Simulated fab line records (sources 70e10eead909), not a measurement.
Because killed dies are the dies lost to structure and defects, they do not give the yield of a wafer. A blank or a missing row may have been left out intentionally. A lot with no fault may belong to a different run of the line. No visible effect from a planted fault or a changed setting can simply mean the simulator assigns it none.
Chamber matching ; flow nand-harc ; NHARC_A_BLC_STRIP_21 on rie-diel-13 has 4 sister chambers
The step strips in O2. 8 wafers are shown with their chamber, then 9 later ones without.

## WAFERS WITH THEIR CHAMBER
wafer;chamber;showerhead-plenum-p-Torr (Torr);oes-product-au (a.u.)
L107.3;3;3.59;1.002
L109.2;2;3.43;0.998
L109.4;0;3.39;0.988
L110.5;3;3.59;1.000
L110.6;2;3.43;1.011
L114.1;1;3.72;0.992
L114.3;0;3.39;0.994
L114.6;1;3.73;0.993

## WAFERS WITHOUT THEIR CHAMBER
wafer;showerhead-plenum-p-Torr (Torr);oes-product-au (a.u.)
L115.1;3.73;0.997
L115.4;3.43;1.007
L115.6;3.43;1.005
L119.1;3.72;0.992
L119.2;3.43;0.993
L119.4;3.39;0.989
L121.4;3.39;1.012
L121.5;3.72;0.989
L121.6;3.43;1.011

## CHAMBER TAKEN BY EACH
wafer;from the rows above;in truth
L115.1;1;1
L115.4;2;2
L115.6;2;2
L119.1;1;1
L119.2;2;2
L119.4;0;0
L121.4;0;0
L121.5;1;1
L121.6;2;2
Placed correctly: 9 of 9. Not placeable from these rows: 0. 0 placed wrongly.
How it was worked out, from the rows above alone: a wafer's distance from a chamber is the root of the sum, over the readings, of the square of ((its reading less the chamber's mean) divided by the reading's scatter). If the next closest chamber is less than 2 further off than the closest, the wafer can't be placed; otherwise it belongs to the closest. A chamber's mean is the mean of its shown wafers. The scatter is the square root of a quotient: the sum, over the shown wafers, of each reading's squared deviation from its chamber's mean, divided by wafers minus chambers.
